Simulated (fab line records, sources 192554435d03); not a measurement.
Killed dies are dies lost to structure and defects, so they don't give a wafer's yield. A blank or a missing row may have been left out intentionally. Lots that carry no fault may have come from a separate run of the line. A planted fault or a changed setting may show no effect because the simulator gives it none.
Matching of chambers || flow n5_finfet || N5_PASSIVATION_PECVD_55 on pecvd-01: 3 sister chambers
The step deposits SiO2 from SiH4/N2O, target thk 400 nm, time 22.5 s. 3 wafers are shown with their chamber, then 9 later ones without.

EACH WAFER AND ITS CHAMBER
{"wafer": "L086.4", "chamber": 0, "throttle_valve_pct (%)": 50.9}
{"wafer": "L088.3", "chamber": 1, "throttle_valve_pct (%)": 53.8}
{"wafer": "L088.5", "chamber": 2, "throttle_valve_pct (%)": 50.6}

WAFERS WITHOUT THEIR CHAMBER
{"wafer": "L092.1", "throttle_valve_pct (%)": 50.9}
{"wafer": "L092.2", "throttle_valve_pct (%)": 54.1}
{"wafer": "L092.5", "throttle_valve_pct (%)": 50.7}
{"wafer": "L096.3", "throttle_valve_pct (%)": 50.8}
{"wafer": "L096.5", "throttle_valve_pct (%)": 51.1}
{"wafer": "L096.6", "throttle_valve_pct (%)": 50.9}
{"wafer": "L097.1", "throttle_valve_pct (%)": 51.1}
{"wafer": "L097.2", "throttle_valve_pct (%)": 50.9}
{"wafer": "L097.5", "throttle_valve_pct (%)": 51.1}

CHAMBER TAKEN BY EACH
{"wafer": "L092.1", "from the rows above": "can't be placed: 0 or 2", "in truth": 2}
{"wafer": "L092.2", "from the rows above": 1, "in truth": 1}
{"wafer": "L092.5", "from the rows above": "can't be placed: 2 or 0", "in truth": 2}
{"wafer": "L096.3", "from the rows above": "can't be placed: 0 or 2", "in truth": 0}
{"wafer": "L096.5", "from the rows above": "can't be placed: 0 or 2", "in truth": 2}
{"wafer": "L096.6", "from the rows above": "can't be placed: 0 or 2", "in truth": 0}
{"wafer": "L097.1", "from the rows above": "can't be placed: 0 or 2", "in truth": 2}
{"wafer": "L097.2", "from the rows above": "can't be placed: 0 or 2", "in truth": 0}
{"wafer": "L097.5", "from the rows above": "can't be placed: 0 or 2", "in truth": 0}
1 of 9 placed correctly. Cannot be placed on the basis of these rows: 8; the candidates contain the true chamber in 8. Wrongly placed: 0.
How it was worked out, from the rows above alone: a wafer's distance from a chamber is the root of the sum, over the readings, of the square of ((its reading less the chamber's mean) divided by the reading's scatter). The wafer belongs to the nearest chamber; if the next one is less than 2 further off, it can't be placed. For every chamber, the mean is computed from those of its wafers that are shown. The scatter: root of mean squared gap, hidden wafer to nearest shown wafer, with one shown wafer a chamber.
